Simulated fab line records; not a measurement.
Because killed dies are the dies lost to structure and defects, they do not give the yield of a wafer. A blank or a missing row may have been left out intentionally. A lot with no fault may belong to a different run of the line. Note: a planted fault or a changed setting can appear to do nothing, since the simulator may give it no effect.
fab line records :: flow n5Finfet
[record]
  lots = 7
  wafers = 15
  lastDay = 19
route steps=1938 shown BEOL_M10@1518
lots untouched by any fault: they come from a run of this same line in which no faults occurred
startH: the number of hours between the record's first day and the start of the first shown wafer of the lot :: waitH: hours since the lot's step before :: " unchanged from the row above :: L1.1+2: several wafers, shown together as one row :: - value missing, or start not given :: * or withheld: withheld :: < > ~ a bound
route shown NAME@n: NAME is a module with steps in the file, n the number in the route of the first one :: usual: mean/standard deviation taken from wafers without a fault :: same: alike in all rows :: chamber/n: place in a boat :: sites: readings site by site :: _std_site: standard deviation of those values :: _edge_site: outer sites' mean less inner sites' :: radiusMm: how far each site lies from the wafer's centre :: mask NAME#n: copy n :: behind: the tool/chamber that last shaped the wafer :: hold: why the lot went on hold/how many hours it stayed there/how the hold came to an end :: device: transistor that didn't switch, given as n, p or np :: end of line: tests run on the same wafers once the route is complete :: for a step that has no rows: nothing shown but its recipe :: killed: the dies lost at the first sort to structure and to defects; this is not the yield of the wafer :: map: a wafer's dies, x killed, . not, _ none there
set.NAME: the run value of the setting; set.NAME@STEP: its run value at that earlier step :: model.NAME: the simulator's own value behind a step, which no gauge read
lots at selected steps of the route; one table per step, one row per wafer
services: the hour from which a tool's chamber was out of use, counted from the record's first day as startH (under 0 if before that day), plus the number of hours and why
[[steps]]
[step N5_BEOL_M10_PRECLEAN_42]
[recipe]
  chemistry = residueRemover
  timeS = 60
  tempC = 40
[step N5_BEOL_M10_SRD_43]
[recipe]
  timeS = 30
  tempC = 23
  rinseLiquid = diw
  dry = ipaMarangoni
[step N5_BEOL_M10_CD_MEAS_35]
[recipe]
  targetCdNm = 70
  polarity = opening
[usual]
  cdNm = 70.2/0.52
lot.wafer: L519.1
tool: cdSem-02
chamber: -
startH: 274.44
waitH: 0.0
cdNm: 70.3

lot.wafer: L519.3
tool: cdSem-02
chamber: -
startH: 274.44
waitH: 0.0
cdNm: 70.5

lot.wafer: L519.4
tool: cdSem-02
chamber: -
startH: 274.44
waitH: 0.0
cdNm: 71.1

lot.wafer: L527.2
tool: cdSem-01
chamber: -
startH: 307.51
waitH: 0.0
cdNm: 69.6

lot.wafer: L527.3
tool: cdSem-01
chamber: -
startH: 307.51
waitH: 0.0
cdNm: 70.7

lot.wafer: L527.6
tool: cdSem-01
chamber: -
startH: 307.51
waitH: 0.0
cdNm: 69.4

lot.wafer: L528.5
tool: cdSem-03
chamber: -
startH: 332.36
waitH: 0.0
cdNm: 69.9

lot.wafer: L530.6
tool: cdSem-02
chamber: -
startH: 332.59
waitH: 0.0
cdNm: 70.1

lot.wafer: L531.3
tool: cdSem-01
chamber: -
startH: 338.72
waitH: 0.0
cdNm: 69.8

lot.wafer: L534.1
tool: cdSem-03
chamber: -
startH: 362.47
waitH: 0.0
cdNm: 70.3

lot.wafer: L534.2
tool: cdSem-03
chamber: -
startH: 362.47
waitH: 0.0
cdNm: 70.7

lot.wafer: L534.4
tool: cdSem-03
chamber: -
startH: 362.47
waitH: 0.0
cdNm: 71.0

lot.wafer: L538.1
tool: cdSem-03
chamber: -
startH: 396.58
waitH: 0.0
cdNm: 70.2

lot.wafer: L538.3
tool: cdSem-03
chamber: -
startH: 396.58
waitH: 0.0
cdNm: 69.7

lot.wafer: L538.5
tool: cdSem-03
chamber: -
startH: 396.58
waitH: 0.0
cdNm: 69.5
[step N5_BEOL_M10_CURE_72]
[recipe]
  tempC = 370
  timeS = 120
  ambient = DMADMS/He
  material = SiCOH_lowk
[usual]
  lampPowerPct = 52.31/0.054
  wafer_temp_C_max = 371.5/0.51
lot.wafer: L519.1
tool: uvCure-02
chamber: 0
startH: 275.00
waitH: 0.6
lampPowerPct: 52.30
wafer_temp_C_max: 371.3

lot.wafer: L519.3
tool: uvCure-02
chamber: 0
startH: 275.00
waitH: 0.6
lampPowerPct: 52.31
wafer_temp_C_max: 371.3

lot.wafer: L519.4
tool: uvCure-02
chamber: 0
startH: 275.00
waitH: 0.6
lampPowerPct: 52.27
wafer_temp_C_max: 371.3

lot.wafer: L527.2
tool: uvCure-02
chamber: 0
startH: 307.60
waitH: 0.1
lampPowerPct: 52.33
wafer_temp_C_max: 370.8

lot.wafer: L527.3
tool: uvCure-02
chamber: 0
startH: 307.60
waitH: 0.1
lampPowerPct: 52.30
wafer_temp_C_max: 371.7

lot.wafer: L527.6
tool: uvCure-02
chamber: 0
startH: 307.60
waitH: 0.1
lampPowerPct: 52.31
wafer_temp_C_max: 370.9

lot.wafer: L528.5
tool: uvCure-01
chamber: 2
startH: 332.59
waitH: 0.2
lampPowerPct: 52.19
wafer_temp_C_max: 371.0

lot.wafer: L530.6
tool: uvCure-02
chamber: 2
startH: 332.88
waitH: 0.3
lampPowerPct: 52.35
wafer_temp_C_max: 371.5

lot.wafer: L531.3
tool: uvCure-01
chamber: 2
startH: 338.86
waitH: 0.1
lampPowerPct: 52.40
wafer_temp_C_max: 371.4

lot.wafer: L534.1
tool: uvCure-02
chamber: 0
startH: 362.51
waitH: 0.0
lampPowerPct: 52.29
wafer_temp_C_max: 371.0

lot.wafer: L534.2
tool: uvCure-02
chamber: 0
startH: 362.51
waitH: 0.0
lampPowerPct: 52.31
wafer_temp_C_max: 370.8

lot.wafer: L534.4
tool: uvCure-02
chamber: 0
startH: 362.51
waitH: 0.0
lampPowerPct: 52.30
wafer_temp_C_max: 371.1

lot.wafer: L538.1
tool: uvCure-03
chamber: 0
startH: 396.62
waitH: 0.0
lampPowerPct: 52.19
wafer_temp_C_max: 371.5

lot.wafer: L538.3
tool: uvCure-03
chamber: 0
startH: 396.62
waitH: 0.0
lampPowerPct: 52.36
wafer_temp_C_max: 371.7

lot.wafer: L538.5
tool: uvCure-03
chamber: 0
startH: 396.62
waitH: 0.0
lampPowerPct: 52.16
wafer_temp_C_max: 371.7
[step N5_BEOL_M10_DEGAS_44]
[recipe]
  ambient = vacuum
  tempC = 250
  timeS = 60
[step N5_BEOL_M10_PRE_CLEAN_45]
[recipe]
  gas = H2/He
  timeS = 30
  tempC = 250
[usual]
  heaterPowerW = 327/31
lot.wafer: L519.1
tool: pvdSputter-01
chamber: -
startH: 275.78
waitH: 0.0
heaterPowerW: 305

lot.wafer: L519.3
tool: pvdSputter-01
chamber: -
startH: 275.78
waitH: 0.0
heaterPowerW: 353

lot.wafer: L519.4
tool: pvdSputter-01
chamber: -
startH: 275.78
waitH: 0.0
heaterPowerW: 290

lot.wafer: L527.2
tool: pvdSputter-01
chamber: -
startH: 308.17
waitH: 0.0
heaterPowerW: 329

lot.wafer: L527.3
tool: pvdSputter-01
chamber: -
startH: 308.17
waitH: 0.0
heaterPowerW: 320

lot.wafer: L527.6
tool: pvdSputter-01
chamber: -
startH: 308.17
waitH: 0.0
heaterPowerW: 326

lot.wafer: L528.5
tool: pvdSputter-03
chamber: -
startH: 332.81
waitH: 0.0
heaterPowerW: 324

lot.wafer: L530.6
tool: pvdSputter-01
chamber: -
startH: 334.71
waitH: 0.0
heaterPowerW: 326

lot.wafer: L531.3
tool: pvdSputter-03
chamber: -
startH: 339.59
waitH: 0.0
heaterPowerW: 320

lot.wafer: L534.1
tool: pvdSputter-03
chamber: -
startH: 362.99
waitH: 0.0
heaterPowerW: 329

lot.wafer: L534.2
tool: pvdSputter-03
chamber: -
startH: 362.99
waitH: 0.0
heaterPowerW: 343

lot.wafer: L534.4
tool: pvdSputter-03
chamber: -
startH: 362.99
waitH: 0.0
heaterPowerW: 298

lot.wafer: L538.1
tool: pvdSputter-01
chamber: -
startH: 397.02
waitH: 0.0
heaterPowerW: 363

lot.wafer: L538.3
tool: pvdSputter-01
chamber: -
startH: 397.02
waitH: 0.0
heaterPowerW: 319

lot.wafer: L538.5
tool: pvdSputter-01
chamber: -
startH: 397.02
waitH: 0.0
heaterPowerW: 358
[step N5_BEOL_M10_ALD_74]
[recipe]
  material = TaN
  targetThkA = 20
  tempC = 275
  aldPrecursorFamily = PDMAT
  aldCoReactant = NH3
  pressureTorr = 3
  carrierFlowSccm = 1500
  pulseTimeS = 2
  purgeTimeS = 3
  coReactantPurgeTimeS = 2
  coReactantPulseTimeS = 3
  aldCycles = 40
  precursorVesselTempC = 75
  precursorVesselPressureTorr = 26.25
  precursorVesselCarrierSccm = 1000
[usual]
  heaterPowerOuterW = 226/26
  heaterPowerW = 410/53
  precursorVesselPressureTorr = 26.25/0.054
[same]
  aldCycles = 40
lot.wafer: L519.1
tool: aldMetal-01
chamber: 3
startH: 275.84
waitH: 0.0
heaterPowerOuterW: 207
heaterPowerW: 339
precursorVesselPressureTorr: 26.31

lot.wafer: L519.3
tool: aldMetal-01
chamber: 2
startH: 275.84
waitH: 0.0
heaterPowerOuterW: 260
heaterPowerW: 475
precursorVesselPressureTorr: 26.25

lot.wafer: L519.4
tool: aldMetal-01
chamber: 0
startH: 275.84
waitH: 0.0
heaterPowerOuterW: 181
heaterPowerW: 340
precursorVesselPressureTorr: 26.28

lot.wafer: L527.2
tool: aldMetal-02
chamber: 2
startH: 308.25
waitH: 0.1
heaterPowerOuterW: 232
heaterPowerW: 445
precursorVesselPressureTorr: 26.16

lot.wafer: L527.3
tool: aldMetal-02
chamber: 1
startH: 308.25
waitH: 0.1
heaterPowerOuterW: 233
heaterPowerW: 408
precursorVesselPressureTorr: 26.32

lot.wafer: L527.6
tool: aldMetal-02
chamber: 2
startH: 308.25
waitH: 0.1
heaterPowerOuterW: 230
heaterPowerW: 436
precursorVesselPressureTorr: 26.24

lot.wafer: L528.5
tool: aldMetal-01
chamber: 3
startH: 333.04
waitH: 0.2
heaterPowerOuterW: 206
heaterPowerW: 337
precursorVesselPressureTorr: 26.32

lot.wafer: L530.6
tool: aldMetal-02
chamber: 0
startH: 334.88
waitH: 0.2
heaterPowerOuterW: 261
heaterPowerW: 503
precursorVesselPressureTorr: 26.20

lot.wafer: L531.3
tool: aldMetal-01
chamber: 0
startH: 339.67
waitH: 0.1
heaterPowerOuterW: 173
heaterPowerW: 337
precursorVesselPressureTorr: 26.20

lot.wafer: L534.1
tool: aldMetal-01
chamber: 3
startH: 363.06
waitH: 0.0
heaterPowerOuterW: 207
heaterPowerW: 339
precursorVesselPressureTorr: 26.19

lot.wafer: L534.2
tool: aldMetal-01
chamber: 0
startH: 363.06
waitH: 0.0
heaterPowerOuterW: 177
heaterPowerW: 332
precursorVesselPressureTorr: 26.24

lot.wafer: L534.4
tool: aldMetal-01
chamber: 2
startH: 363.06
waitH: 0.0
heaterPowerOuterW: 263
heaterPowerW: 465
precursorVesselPressureTorr: 26.22

lot.wafer: L538.1
tool: aldMetal-02
chamber: 3
startH: 397.08
waitH: 0.0
heaterPowerOuterW: 233
heaterPowerW: 415
precursorVesselPressureTorr: 26.27

lot.wafer: L538.3
tool: aldMetal-02
chamber: 1
startH: 397.08
waitH: 0.0
heaterPowerOuterW: 231
heaterPowerW: 393
precursorVesselPressureTorr: 26.23

lot.wafer: L538.5
tool: aldMetal-02
chamber: 1
startH: 397.08
waitH: 0.0
heaterPowerOuterW: 232
heaterPowerW: 408
precursorVesselPressureTorr: 26.23
[step N5_BEOL_M10_SURFACE_TREAT_76]
[recipe]
  gas = Ar
  timeS = *
  ionEnergyEv = *
  ionCurrentMaCm2 = 0.5
  pressureMtorr = *
  arFlowSccm = 30
[step N5_BEOL_M10_CVD_75]
[recipe]
  material = Co
  targetThkA = 20
  tempC = withheld
  precursor = CCTBA/H2
  pressureTorr = 30
  timeS = 138.9
[step N5_BEOL_M10_SPUTTER_48]
[recipe]
  material = Cu
  targetThkA = 120
  tempC = -20
  biasV = 60
  powerW = 26000
  chamberPressurePa = 0.13
  timeS = 2
[usual]
  throttleValvePct = 30.0/1.2
lot.wafer: L519.1
tool: pvdSputter-01
chamber: -
startH: 276.60
waitH: 0.3
throttleValvePct: 29.9

lot.wafer: L519.3
tool: pvdSputter-01
chamber: -
startH: 276.60
waitH: 0.3
throttleValvePct: 27.7

lot.wafer: L519.4
tool: pvdSputter-01
chamber: -
startH: 276.60
waitH: 0.3
throttleValvePct: 29.0

lot.wafer: L527.2
tool: pvdSputter-03
chamber: -
startH: 308.93
waitH: 0.1
throttleValvePct: 29.8

lot.wafer: L527.3
tool: pvdSputter-03
chamber: -
startH: 308.93
waitH: 0.1
throttleValvePct: 31.1

lot.wafer: L527.6
tool: pvdSputter-03
chamber: -
startH: 308.93
waitH: 0.1
throttleValvePct: 30.8

lot.wafer: L528.5
tool: pvdSputter-01
chamber: -
startH: 334.51
waitH: 0.6
throttleValvePct: 30.0

lot.wafer: L530.6
tool: pvdSputter-01
chamber: -
startH: 335.33
waitH: 0.1
throttleValvePct: 27.6

lot.wafer: L531.3
tool: pvdSputter-01
chamber: -
startH: 340.29
waitH: 0.1
throttleValvePct: 28.9

lot.wafer: L534.1
tool: pvdSputter-03
chamber: -
startH: 363.61
waitH: 0.1
throttleValvePct: 30.6

lot.wafer: L534.2
tool: pvdSputter-03
chamber: -
startH: 363.61
waitH: 0.1
throttleValvePct: 29.9

lot.wafer: L534.4
tool: pvdSputter-03
chamber: -
startH: 363.61
waitH: 0.1
throttleValvePct: 31.0

lot.wafer: L538.1
tool: pvdSputter-02
chamber: -
startH: 397.73
waitH: 0.2
throttleValvePct: 31.6

lot.wafer: L538.3
tool: pvdSputter-02
chamber: -
startH: 397.73
waitH: 0.2
throttleValvePct: 31.4

lot.wafer: L538.5
tool: pvdSputter-02
chamber: -
startH: 397.73
waitH: 0.2
throttleValvePct: 31.2
[step N5_BEOL_M10_ECD_50]
[recipe]
  material = Cu
  targetThkA = 3180
[step N5_BEOL_M10_ANNEAL_51]
[recipe]
  tempC = 225
  timeS = 90
  ambient = N2
[usual]
  annealTempCMax = 226.42/0.29
  wafer_temp_C_max = 226.4/0.41
lot.wafer: L519.1
tool: rtpAnneal-02
chamber: 0
startH: 276.83
waitH: 0.1
annealTempCMax: 226.49
wafer_temp_C_max: 226.5

lot.wafer: L519.3
tool: rtpAnneal-02
chamber: 0
startH: 276.83
waitH: 0.1
annealTempCMax: 226.60
wafer_temp_C_max: 227.0

lot.wafer: L519.4
tool: rtpAnneal-02
chamber: 0
startH: 276.83
waitH: 0.1
annealTempCMax: 226.11
wafer_temp_C_max: 226.6

lot.wafer: L527.2
tool: rtpAnneal-02
chamber: 0
startH: 309.52
waitH: 0.4
annealTempCMax: 226.49
wafer_temp_C_max: 226.4

lot.wafer: L527.3
tool: rtpAnneal-02
chamber: 0
startH: 309.52
waitH: 0.4
annealTempCMax: 226.45
wafer_temp_C_max: 226.3

lot.wafer: L527.6
tool: rtpAnneal-02
chamber: 0
startH: 309.52
waitH: 0.4
annealTempCMax: 226.53
wafer_temp_C_max: 227.0

lot.wafer: L528.5
tool: rtpAnneal-02
chamber: 0
startH: 335.25
waitH: 0.6
annealTempCMax: 226.21
wafer_temp_C_max: 226.4

lot.wafer: L530.6
tool: rtpAnneal-01
chamber: 0
startH: 335.75
waitH: 0.3
annealTempCMax: 226.44
wafer_temp_C_max: 226.1

lot.wafer: L531.3
tool: rtpAnneal-01
chamber: 0
startH: 340.61
waitH: 0.1
annealTempCMax: 226.75
wafer_temp_C_max: 225.8

lot.wafer: L534.1
tool: rtpAnneal-01
chamber: 0
startH: 364.16
waitH: 0.4
annealTempCMax: 226.09
wafer_temp_C_max: 226.3

lot.wafer: L534.2
tool: rtpAnneal-01
chamber: 0
startH: 364.16
waitH: 0.4
annealTempCMax: 226.27
wafer_temp_C_max: 226.1

lot.wafer: L534.4
tool: rtpAnneal-01
chamber: 0
startH: 364.16
waitH: 0.4
annealTempCMax: 226.59
wafer_temp_C_max: 225.9

lot.wafer: L538.1
tool: rtpAnneal-02
chamber: 0
startH: 398.58
waitH: 0.7
annealTempCMax: 225.94
wafer_temp_C_max: 226.4

lot.wafer: L538.3
tool: rtpAnneal-02
chamber: 0
startH: 398.58
waitH: 0.7
annealTempCMax: 226.40
wafer_temp_C_max: 226.8

lot.wafer: L538.5
tool: rtpAnneal-02
chamber: 0
startH: 398.58
waitH: 0.7
annealTempCMax: 226.51
wafer_temp_C_max: 226.5
[step N5_BEOL_M10_CMP_52]
[recipe]
  stopOn = SiCOH_lowk
  tOverpolishS = 7
  downForcePsi = 1
  platenRpm = 50
  clearingPlatenDownForcePsi = 1.5
  clearingPlatenRpm = 50
  postCmpClean = cuAlkaline
  targetThkNm = 140
  clearingPlatenPadVelocityMS = 0.99484
  padVelocityMS = 0.99484
[usual]
  barrierFieldEndpointS = 29.1/0.64
  edgeZonePressureFrac = 1.000/0.0051
  headPressurePsi = 1.0003/0.0024
  motorCurrentA = 6.1/0.48
  overpolishRunS = 7.000/0.0083
  platenRpm = 50.00/0.032
  timeToEndpointS = 65.7/2.6
lot.wafer: L519.1
tool: cmp-01
chamber: 2
startH: 277.17
waitH: 0.3
barrierFieldEndpointS: 28.7
edgeZonePressureFrac: 0.998
headPressurePsi: 0.9981
motorCurrentA: 5.8
overpolishRunS: 7.014
platenRpm: 50.04
timeToEndpointS: 66.4

lot.wafer: L519.3
tool: cmp-01
chamber: 3
startH: 277.17
waitH: 0.3
barrierFieldEndpointS: 28.1
edgeZonePressureFrac: 1.002
headPressurePsi: 1.0040
motorCurrentA: 4.9
overpolishRunS: 7.000
platenRpm: 49.95
timeToEndpointS: 61.8

lot.wafer: L519.4
tool: cmp-01
chamber: 0
startH: 277.17
waitH: 0.3
barrierFieldEndpointS: 29.0
edgeZonePressureFrac: 0.998
headPressurePsi: 0.9980
motorCurrentA: 5.5
overpolishRunS: 7.004
platenRpm: 49.96
timeToEndpointS: 63.8

lot.wafer: L527.2
tool: cmp-03
chamber: 0
startH: 309.81
waitH: 0.2
barrierFieldEndpointS: 28.7
edgeZonePressureFrac: 1.001
headPressurePsi: 1.0005
motorCurrentA: 6.6
overpolishRunS: 7.008
platenRpm: 49.97
timeToEndpointS: 65.3

lot.wafer: L527.3
tool: cmp-03
chamber: 1
startH: 309.81
waitH: 0.2
barrierFieldEndpointS: 29.3
edgeZonePressureFrac: 1.002
headPressurePsi: 0.9968
motorCurrentA: 6.3
overpolishRunS: 6.989
platenRpm: 50.01
timeToEndpointS: 66.1

lot.wafer: L527.6
tool: cmp-03
chamber: 3
startH: 309.81
waitH: 0.2
barrierFieldEndpointS: 28.6
edgeZonePressureFrac: 0.992
headPressurePsi: 0.9991
motorCurrentA: 5.9
overpolishRunS: 7.010
platenRpm: 49.98
timeToEndpointS: 64.1

lot.wafer: L528.5
tool: cmp-03
chamber: 2
startH: 335.65
waitH: 0.3
barrierFieldEndpointS: 31.5
edgeZonePressureFrac: 1.000
headPressurePsi: 1.0013
motorCurrentA: 6.5
overpolishRunS: 6.988
platenRpm: 48.01
timeToEndpointS: 69.7

lot.wafer: L530.6
tool: cmp-03
chamber: 2
startH: 336.03
waitH: 0.2
barrierFieldEndpointS: 29.7
edgeZonePressureFrac: 1.008
headPressurePsi: 0.9994
motorCurrentA: 6.5
overpolishRunS: 7.007
platenRpm: 47.96
timeToEndpointS: 66.7

lot.wafer: L531.3
tool: cmp-03
chamber: 2
startH: 340.93
waitH: 0.3
barrierFieldEndpointS: 30.0
edgeZonePressureFrac: 1.007
headPressurePsi: 0.9972
motorCurrentA: 6.3
overpolishRunS: 6.998
platenRpm: 48.03
timeToEndpointS: 66.4

lot.wafer: L534.2
tool: cmp-01
chamber: 1
startH: 364.47
waitH: 0.2
barrierFieldEndpointS: 28.4
edgeZonePressureFrac: 1.006
headPressurePsi: 1.0047
motorCurrentA: 7.0
overpolishRunS: 6.995
platenRpm: 50.04
timeToEndpointS: 62.0

lot.wafer: L534.4
tool: cmp-01
chamber: 3
startH: 364.47
waitH: 0.2
barrierFieldEndpointS: 28.8
edgeZonePressureFrac: 0.998
headPressurePsi: 0.9993
motorCurrentA: 5.0
overpolishRunS: 7.001
platenRpm: 50.01
timeToEndpointS: 63.6

lot.wafer: L534.1
tool: cmp-01
chamber: 0
startH: 364.47
waitH: 0.2
barrierFieldEndpointS: 28.5
edgeZonePressureFrac: 0.994
headPressurePsi: 1.0030
motorCurrentA: 5.8
overpolishRunS: 7.018
platenRpm: 50.00
timeToEndpointS: 65.3

lot.wafer: L538.1
tool: cmp-01
chamber: 2
startH: 399.20
waitH: 0.5
barrierFieldEndpointS: 29.1
edgeZonePressureFrac: 1.000
headPressurePsi: 0.9972
motorCurrentA: 5.8
overpolishRunS: 6.998
platenRpm: 50.04
timeToEndpointS: 64.4

lot.wafer: L538.3
tool: cmp-01
chamber: 3
startH: 399.20
waitH: 0.5
barrierFieldEndpointS: 29.4
edgeZonePressureFrac: 0.999
headPressurePsi: 1.0009
motorCurrentA: 4.8
overpolishRunS: 7.007
platenRpm: 50.05
timeToEndpointS: 70.4

lot.wafer: L538.5
tool: cmp-01
chamber: 2
startH: 399.20
waitH: 0.5
barrierFieldEndpointS: 30.4
edgeZonePressureFrac: 0.994
headPressurePsi: 0.9993
motorCurrentA: 5.5
overpolishRunS: 7.008
platenRpm: 50.01
timeToEndpointS: 65.3
[[services]]
tool: uvCure-01
chamber: -
startH: 256.47
hours: 24.0
kind: repair

tool: uvCure-03
chamber: -
startH: 273.72
hours: 7.6
kind: repair

tool: uvCure-03
chamber: -
startH: 294.73
hours: 0.2
kind: repair

tool: uvCure-03
chamber: -
startH: 294.93
hours: 0.3
kind: repair

tool: cmp-03
chamber: -
startH: 297.74
hours: 5.6
kind: repair

tool: uvCure-03
chamber: -
startH: 304.41
hours: 0.4
kind: repair

tool: aldMetal-02
chamber: 2
startH: 325.38
hours: 14.6
kind: repair

tool: rtpAnneal-01
chamber: -
startH: 326.99
hours: 4.0
kind: pm

tool: aldMetal-01
chamber: 1
startH: 334.64
hours: 3.9
kind: repair

tool: aldMetal-01
chamber: 3
startH: 337.61
hours: -
kind: calibration

tool: cmp-01
chamber: -
startH: 343.50
hours: 0.9
kind: repair

tool: aldMetal-02
chamber: 2
startH: 345.97
hours: 24.5
kind: repair

tool: aldMetal-01
chamber: -
startH: 352.36
hours: 1.1
kind: repair

tool: cmp-03
chamber: -
startH: 363.75
hours: 4.2
kind: pm

tool: aldMetal-01
chamber: -
startH: 379.11
hours: 2.8
kind: pm

tool: uvCure-03
chamber: -
startH: 384.92
hours: 6.0
kind: pm
[[key]]
[firstSign]
  step = N5_BEOL_M10_CMP_52
  reading = platenRpm
  direction = down
  sigmas = 62
  usual = 50.00
  struck = 48.00
[effect]
  step = N5_BEOL_M10_CMP_52
  reading = barrierFieldEndpointS
  direction = up
  sigmas = 2
  usual = 29.1
  struck = 30.4
metAt N5_BEOL_M10_CMP_52
struckWafers L528.5,L530.6,L531.3
rowsEnd L528.5,L530.6,L531.3
[fault]
  kind = processParameterDrift
  tool = cmp-03
  chamber = 2
  onsetH = 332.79
  steps = N5_BEOL_M10_CMP_52
  channel = platenRpm
  offset = -2
  shape = step
  actsIn = theseRecipesOnly
  stated = 50
// rowsEnd: these wafers met a further fault down the route, and their rows from its step on are left out
